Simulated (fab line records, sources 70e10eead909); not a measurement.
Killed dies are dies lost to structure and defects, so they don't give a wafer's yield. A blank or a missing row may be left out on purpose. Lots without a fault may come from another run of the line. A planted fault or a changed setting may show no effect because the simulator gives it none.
fab line records | flow nand_harc
record lots=12 wafers=34 last_day=24
route steps=1159 shown A_CONTACT@937 END@1159
lots that met no fault: from a run of the same line without faults
start_h: hours from the record's first day to the start of the lot's first wafer shown | wait_h: hours since the lot's step before | " the same as in the row above | L1.1+2: a row that stands for several wafers | - no value, or no start given | * or withheld: withheld | < > ~ a bound
route shown NAME@n: a module of which the file shows steps, and the number in the route of the first | usual: mean/standard deviation of fault-free wafers | same: alike in all rows | chamber/n: place in a boat | sites: the reading at each site | _std_site: their standard deviation | _edge_site: outer sites' mean less inner sites' | radius_mm: how far each site lies from the wafer's centre | mask NAME#n: copy n | behind: the tool/chamber that last shaped the wafer | hold: why the lot was held/for how many hours/how that ended | device: the transistor (n, p or np) that didn't switch | end of line: the same wafers' tests at the end of the route | a step without rows: its recipe alone | killed: dies lost to structure and defects at the first sort, not the wafer's yield | map: a wafer's dies, x killed, . not, _ none there
set.NAME: the setting as run; set.NAME@STEP: as run at that earlier step | model.NAME: the simulator's own value behind a step, which no gauge read
steps of the route over a sample of lots; a table a step, a row a wafer
services: from which hour (start_h, from the record's first day; less than 0 if before it) a tool's chamber was out of use, for how many hours, and why
## steps
# step NHARC_A_CONTACT_INSPECT_10
# usual raw_defect_count=30/11
# columns lot.wafer tool chamber start_h wait_h raw_defect_count
L169.2 defect_inspect-02 - 380.09 0.0 23
L169.4 " - " " 21
L169.6 " - " " 27
L170.1 defect_inspect-01 - 385.08 0.0 35
L170.3 " - " " 39
L170.6 " - " " 35
L172.4 defect_inspect-01 - 402.62 0.0 26
L172.5 " - " " 21
L173.1 defect_inspect-02 - 413.71 0.0 39
L173.5 " - " " 41
L173.6 " - " " 45
L175.3 defect_inspect-01 - 424.92 0.0 36
L175.4 " - " " 40
L183.1 defect_inspect-01 - 466.98 0.0 14
L183.3 " - " " 20
L183.6 " - " " 14
L187.2 defect_inspect-01 - 478.35 0.0 38
L187.4 " - " " 33
L187.6 " - " " 44
L185.2 defect_inspect-02 - 478.50 0.0 34
L185.4 " - " " 25
L185.5 " - " " 41
L189.2 defect_inspect-01 - 508.00 0.0 38
L189.5 " - " " 41
L189.6 " - " " 29
L188.1 defect_inspect-02 - 513.52 0.0 35
L188.2 " - " " 35
L188.6 " - " " 37
L191.1 defect_inspect-01 - 516.69 0.0 30
L191.4 " - " " 33
L191.5 " - " " 39
L192.3 defect_inspect-02 - 517.93 0.0 22
L192.4 " - " " 24
L192.6 " - " " 17
# step NHARC_A_CONTACT_ETCH_88
# recipe target_depth_a=390 over_etch_frac=0.3 time_s=65 ion_energy_ev=80 cf4_flow_sccm=150 ar_flow_sccm=0 rf_w=300 bias_w=100 chemistry=CF4
# usual drypump_motor_current_A=5.7/0.33 oes_product_au=0.996/0.013 rf_vpp_V=151.8/1.1 run_length_s=86.3/0.37 showerhead_plenum_p_Torr=1.80/0.063 throttle_valve_pct=13.284/0.0082
# columns lot.wafer tool chamber start_h wait_h drypump_motor_current_A oes_product_au rf_hours_counter_h rf_vpp_V run_length_s showerhead_plenum_p_Torr throttle_valve_pct
L169.2 rie_diel-13 2 380.28 0.1 5.3 0.992 24 150.4 85.8 1.74 13.281
L169.4 " 0 " " 5.9 0.996 39 153.6 86.5 1.90 13.292
L169.6 " 1 " " 6.1 0.974 - 152.7 86.7 1.76 13.285
L170.1 rie_diel-08 2 385.25 0.1 5.1 0.987 14 151.6 85.7 1.78 13.286
L170.3 " 3 " " 5.5 1.017 14 152.9 86.1 1.88 13.277
L170.6 " 3 " " 5.4 1.005 - 155.1 85.8 1.88 13.281
L172.4 rie_diel-08 3 402.82 0.1 5.5 1.024 17 151.7 86.0 1.88 13.277
L172.5 " 1 " " 5.9 1.001 - 151.4 86.9 1.77 13.287
L173.1 rie_diel-13 2 413.86 0.1 5.3 0.989 37 151.4 85.9 1.73 13.287
L173.5 " 2 " " 5.4 0.995 - 149.5 85.7 1.73 13.298
L173.6 " 3 " " 5.5 0.995 - 149.9 85.9 1.64 13.277
L175.4 rie_diel-08 3 425.07 0.1 5.5 1.010 20 152.2 86.0 1.88 13.294
L175.3 " 1 " " 5.8 1.007 20 151.6 86.3 1.77 13.285
L183.1 rie_diel-13 2 467.24 0.1 5.3 0.982 3 150.0 85.8 1.73 13.270
L183.3 " 0 " " 5.9 1.008 1 151.7 86.2 1.89 13.272
L183.6 " 1 " " 6.1 0.980 - 150.9 86.2 1.75 13.282
L187.4 rie_diel-07 3 478.71 0.2 5.7 0.998 30 151.7 86.7 1.78 13.287
L187.2 " 2 " " 6.3 1.011 28 153.5 86.2 1.88 13.274
L187.6 " 0 " " 5.3 0.996 - 151.9 87.0 1.84 13.294
L185.2 rie_diel-13 2 478.82 0.2 5.3 0.987 9 151.3 86.0 1.73 13.281
L185.4 " 3 " " 5.5 1.006 9 153.2 86.3 1.91 13.272
L185.5 " 1 " " 6.1 0.994 - 150.8 86.6 1.75 13.277
L189.2 rie_diel-13 2 508.18 0.1 5.3 0.979 19 151.3 85.9 1.72 13.279
L189.5 " 3 " " 5.5 1.007 - 152.2 86.4 1.90 13.292
L189.6 " 2 " " 5.3 0.969 - 150.0 85.9 1.72 13.284
L188.2 rie_diel-08 0 513.66 0.1 5.6 1.010 5 150.6 86.3 1.79 13.285
L188.1 " 1 " " 5.9 0.981 5 151.3 86.2 1.76 13.276
L188.6 " 0 " " 5.6 1.000 - 152.3 86.2 1.79 13.280
L191.1 rie_diel-13 2 516.84 0.1 5.3 0.981 23 151.7 85.8 1.72 13.285
L191.4 " 0 " " 5.9 0.997 19 151.9 86.4 1.88 13.290
L191.5 " 3 " " 5.5 1.019 - 153.8 86.2 1.90 13.281
L192.3 rie_diel-07 1 518.08 0.1 5.9 1.010 42 150.9 87.0 1.76 13.289
L192.4 " 3 " " 5.8 1.010 45 150.7 86.7 1.78 13.290
L192.6 " 0 " " 5.3 1.004 - 151.5 86.7 1.84 13.262
# step NHARC_A_CONTACT_ETCH_136
# recipe source_w=withheld pressure_mtorr=20 bias_v=3000 time_s=132 target_depth_a=12870 ar_flow_sccm=withheld c4f8_flow_sccm=withheld o2_flow_sccm=withheld chemistry=C4F8/O2/Ar
# usual run_length_s=132/0
# columns lot.wafer tool chamber start_h wait_h rf_hours_counter_h run_length_s
L169.2 har_cap_etch-02 1 381.57 0.1 12 132
L169.4 " 1 " " - 132
L169.6 " 0 " " - 132
L170.1 har_cap_etch-03 1 386.48 0.1 86 132
L170.3 " 0 " " - 132
L170.6 " 0 " " - 132
L172.4 har_cap_etch-01 1 404.25 0.1 - 132
L172.5 " 1 " " - 132
L173.1 har_cap_etch-03 0 415.10 0.1 90 132
L173.6 " 1 " " - 132
L173.5 " 0 " " - 132
L175.3 har_cap_etch-03 1 426.49 0.1 - 132
L175.4 " 0 " " - 132
L183.1 har_cap_etch-02 1 468.55 0.1 29 132
L183.3 " 1 " " - 132
L183.6 " 1 " " - 132
L187.2 har_cap_etch-02 0 480.00 0.1 31 132
L187.4 " 0 " " - 132
L187.6 " 1 " " - 132
L185.2 har_cap_etch-01 1 480.45 0.1 75 132
L185.4 " 0 " " - 132
L185.5 " 1 " " - 132
L189.2 har_cap_etch-01 1 511.36 0.1 78 132
L189.5 " 0 " " - 132
L189.6 " 1 " " - 132
L188.1 har_cap_etch-02 1 515.33 0.1 37 132
L188.2 " 0 " " 37 132
L188.6 " 0 " " - 132
L191.1 har_cap_etch-03 0 518.12 0.1 109 132
L191.4 " 0 " " - 132
L191.5 " 1 " " - 132
L192.4 har_cap_etch-01 0 519.33 0.1 - 132
L192.3 " 1 " " - 132
L192.6 " 0 " " - 132
# step NHARC_A_CONTACT_ETCH_98
# recipe target_depth_a=200 over_etch_frac=0.5 time_s=10 ion_energy_ev=250 c4f6_flow_sccm=25 o2_flow_sccm=20 ar_flow_sccm=500 rf_w=600 bias_w=500 chemistry=C4F6/O2
# usual c4f6_flow_sccm=25.01/0.074 drypump_motor_current_A=5.6/0.32 oes_product_au=0.960/0.026 rf_vpp_V=548.6/2.6 run_length_s=31.0/0.32 showerhead_plenum_p_Torr=4.00/0.13 throttle_valve_pct=26.903/0.0083
# columns lot.wafer tool chamber start_h wait_h c4f6_flow_sccm drypump_motor_current_A oes_product_au rf_hours_counter_h rf_vpp_V run_length_s showerhead_plenum_p_Torr throttle_valve_pct
L169.4 rie_diel-07 2 382.46 - 25.00 6.3 0.929 56 553.6 30.8 4.19 26.905
L169.2 " 0 " " 24.98 5.3 0.954 53 550.0 31.7 4.10 26.903
L169.6 " 2 " " 25.08 6.3 0.927 - 552.5 31.0 4.19 26.896
L170.1 rie_diel-08 3 387.39 - 25.12 5.5 0.951 15 552.9 30.7 4.17 26.908
L170.3 " 1 " " 24.97 5.9 0.962 14 546.4 31.5 3.92 26.916
L170.6 " 3 " " 25.14 5.5 0.947 - 550.6 30.9 4.17 26.904
L172.4 rie_diel-08 0 405.10 - 24.98 5.7 0.916 18 546.4 30.8 3.97 26.898
L172.5 " 2 " " 25.05 5.1 0.960 - 547.2 27.1 3.94 26.898
L173.1 rie_diel-08 1 415.99 - 24.95 5.9 0.952 19 547.2 31.8 3.92 26.904
L173.6 " 1 " " 25.07 5.9 0.949 - 546.9 31.1 3.92 26.923
L173.5 " 2 " " 24.96 5.1 0.930 - 546.5 27.4 3.94 26.904
L175.3 rie_diel-08 1 427.36 - 24.97 5.8 0.939 21 546.7 27.3 3.92 26.902
L175.4 " 0 " " 25.01 5.7 0.935 22 547.6 31.1 3.97 26.890
L183.3 rie_diel-13 0 470.88 - 25.00 5.9 0.977 3 552.7 30.9 4.18 26.904
L183.1 " 1 " " 25.13 6.1 0.954 5 546.6 30.8 3.89 26.902
L183.6 " 1 " " 25.16 6.1 0.952 - 546.8 31.4 3.89 26.917
L187.2 rie_diel-13 1 480.89 - 25.00 6.1 0.998 9 547.4 30.9 3.88 26.891
L187.4 " 3 " " 24.98 5.5 1.010 10 553.7 31.0 4.22 26.898
L187.6 " 1 " " 24.85 6.1 0.985 - 546.1 31.3 3.88 26.908
L185.4 rie_diel-07 3 481.36 - 25.03 5.8 1.002 31 547.9 31.3 3.95 26.901
L185.2 " 1 " " 24.93 5.9 0.997 29 548.8 31.8 3.92 26.908
L185.5 " 0 " " 25.03 5.3 0.988 - 549.8 31.0 4.08 26.911
L189.2 rie_diel-08 0 512.25 - 25.11 5.6 0.946 5 547.9 30.7 3.96 26.910
L189.6 " 3 " " 25.03 5.4 0.964 - 552.4 30.9 4.16 26.899
L189.5 " 0 " " 25.08 5.7 0.940 - 546.6 31.3 3.96 26.891
L188.2 rie_diel-08 1 516.24 - 24.93 5.9 0.923 6 547.5 30.8 3.91 26.910
L188.1 " 3 " " 25.06 5.5 0.957 5 550.4 30.8 4.16 26.902
L188.6 " 1 " " 25.01 5.9 0.916 - 547.6 31.3 3.91 26.894
L191.4 rie_diel-08 3 519.01 - 25.15 5.4 1.011 6 551.6 31.1 4.16 26.895
L191.1 " 1 " " 25.10 5.8 0.978 6 546.8 31.1 3.91 26.908
L191.5 " 3 " " 25.13 5.4 1.005 - 551.2 31.0 4.16 26.914
L192.3 rie_diel-08 1 520.21 - 24.95 5.9 0.933 6 545.7 31.0 3.91 26.897
L192.4 " 0 " " 24.97 5.7 0.962 6 545.9 30.7 3.96 26.902
L192.6 " 1 " " 25.08 5.9 0.933 - 546.0 31.7 3.91 26.888
# step NHARC_END_SORT_01
# recipe temp_c=25
# usual killed_at_array=25/7.8 killed_at_other=0.6/0.81 killed_at_periphery=3.3/2.2 killed_dies=29/8.2 killed_open=3.5/1.9 killed_short=1.8/1.3
# same gross_dies=677
# columns lot.wafer tool chamber start_h wait_h killed_at_array killed_at_other killed_at_periphery killed_dies killed_open killed_short
L172.4 prober-01 0 457.31 3.4 27 0 3 30 5 1
L172.5 prober-01 0 458.10 3.7 620 0 1 621 4 2
L173.1 prober-02 0 471.25 2.5 35 0 3 38 6 1
L173.5 prober-02 0 474.44 3.7 589 1 0 590 4 1
L173.6 prober-02 0 475.24 4.0 38 3 1 42 2 2
L175.3 prober-01 0 480.53 3.1 621 0 1 622 5 0
L175.4 prober-01 0 481.33 3.4 36 0 6 42 8 4
# killed by level:class
L172.4 A_SLIT:chamber_film_flake=8 A_WL_FILL:chamber_film_flake=4 A_STAIRCASE:chamber_film_flake=4 A_CONTACT:chamber_film_flake=3 A_ONON_D1:geometric_particle:open=2 P_STI:chamber_film_flake=2 A_SGD_CUT:geometric_particle:short=1 A_CONTACT:geometric_particle:open=1
L172.5 A_CONTACT:area_etch=594 A_SLIT:chamber_film_flake=7 A_CONTACT:chamber_film_flake=5 A_STAIRCASE:chamber_film_flake=3 A_WL_FILL:chamber_film_flake=3 A_CHANNEL_FILL_D1:geometric_particle:open=2 A_CHANNEL_HOLE_D1:chamber_film_flake=2 A_ONON_D1:geometric_particle:open=1
L173.1 A_SLIT:chamber_film_flake=13 A_CHANNEL_HOLE_D1:chamber_film_flake=8 A_CONTACT:chamber_film_flake=6 A_STAIRCASE:chamber_film_flake=2 A_WL_FILL:chamber_film_flake=2 P_STI:geometric_particle:open=1 P_GATE:geometric_particle:open=1 P_M0:geometric_particle:open=1
L173.5 A_CONTACT:area_etch=556 A_SLIT:chamber_film_flake=13 A_CHANNEL_HOLE_D1:chamber_film_flake=8 A_CONTACT:chamber_film_flake=4 A_STAIRCASE:chamber_film_flake=3 A_CONTACT:geometric_particle:open=2 A_ONON_D1:geometric_particle:open=1 A_WL_FILL:geometric_particle:short=1
L173.6 A_CHANNEL_HOLE_D1:chamber_film_flake=14 A_SLIT:chamber_film_flake=9 A_CONTACT:chamber_film_flake=9 THIN_TSV:chamber_film_flake=3 A_WL_FILL:chamber_film_flake=2 P_CONTACT:geometric_particle:open=1 A_WL_FILL:geometric_particle:short=1 A_CONTACT:geometric_particle:short=1
L175.3 A_CONTACT:area_etch=594 A_SLIT:chamber_film_flake=10 A_CHANNEL_HOLE_D1:chamber_film_flake=6 A_CONTACT:chamber_film_flake=3 A_ZERO_WELL:chamber_film_flake=2 A_CHANNEL_HOLE_D1:geometric_particle:open=1 A_WL_FILL:geometric_particle:open=1 A_CONTACT:geometric_particle:open=1
L175.4 A_CHANNEL_HOLE_D1:chamber_film_flake=15 A_SLIT:chamber_film_flake=7 P_M0:geometric_particle:open=2 A_ONON_D1:geometric_particle:short=2 A_CHANNEL_FILL_D1:geometric_particle:short=2 A_BLC:geometric_particle:open=2 A_ZERO_WELL:chamber_film_flake=2 A_STAIRCASE:chamber_film_flake=2
## services
# columns tool chamber start_h hours kind
rie_diel-08 0 359.98 - clean
rie_diel-08 1 359.98 - clean
rie_diel-08 2 359.98 - clean
rie_diel-08 3 359.98 - clean
rie_diel-08 0 384.48 - clean
rie_diel-08 1 384.48 - clean
rie_diel-08 2 384.48 - clean
rie_diel-08 3 384.48 - clean
har_cap_etch-01 - 395.64 0.4 repair
rie_diel-13 1 399.79 10.7 repair
rie_diel-07 - 405.74 9.0 pm
rie_diel-08 0 409.03 - clean
rie_diel-08 1 409.03 - clean
rie_diel-08 2 409.03 - clean
rie_diel-08 3 409.03 - clean
rie_diel-08 0 417.33 3.9 repair
rie_diel-08 0 433.53 - clean
rie_diel-08 1 433.53 - clean
rie_diel-08 2 433.53 - clean
rie_diel-08 3 433.53 - clean
rie_diel-13 - 442.55 0.3 repair
rie_diel-07 - 444.54 0.8 repair
rie_diel-08 - 459.16 21.9 repair
rie_diel-13 0 505.73 5.7 repair
## key
first_sign step=NHARC_A_CONTACT_ETCH_98 reading=run_length_s direction=down sigmas=12 usual=* struck=*
effect step=NHARC_END_SORT_01 reading=killed_at_array direction=up sigmas=75 usual=25 struck=610
more_kills_born_at NHARC_A_CONTACT_ETCH_98@rie_diel-08=1744
met_at NHARC_A_CONTACT_ETCH_98
struck_lots L172,L173,L175
struck_wafers L172.5,L173.5,L175.3
later_rows_left_out L172.5,L173.5,L175.3
tester_left_out L172,L173,L175
not_acting_at NHARC_A_CONTACT_INSPECT_10,NHARC_A_CONTACT_ETCH_88,NHARC_A_CONTACT_ETCH_136
onset_between 387.39 405.10
fault kind=process_parameter_drift tool=rie_diel-08 chamber=- onset_h=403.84 steps=NHARC_A_CONTACT_ETCH_98 channel=time_s offset=* shape=step end_h=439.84 scope=struck_wafers_only acts_in=* stated=*
# tester_left_out: of these lots the tester's yield and bins aren't shown, on N5 and GAA mostly nor the transistor test; their killed dies are dies lost to structure and defects alone, not to doping, threshold or leakage, so they don't give the yield
# later_rows_left_out: the simulator's readings of these wafers behind a module that went badly wrong aren't trusted and aren't shown, but for the sort
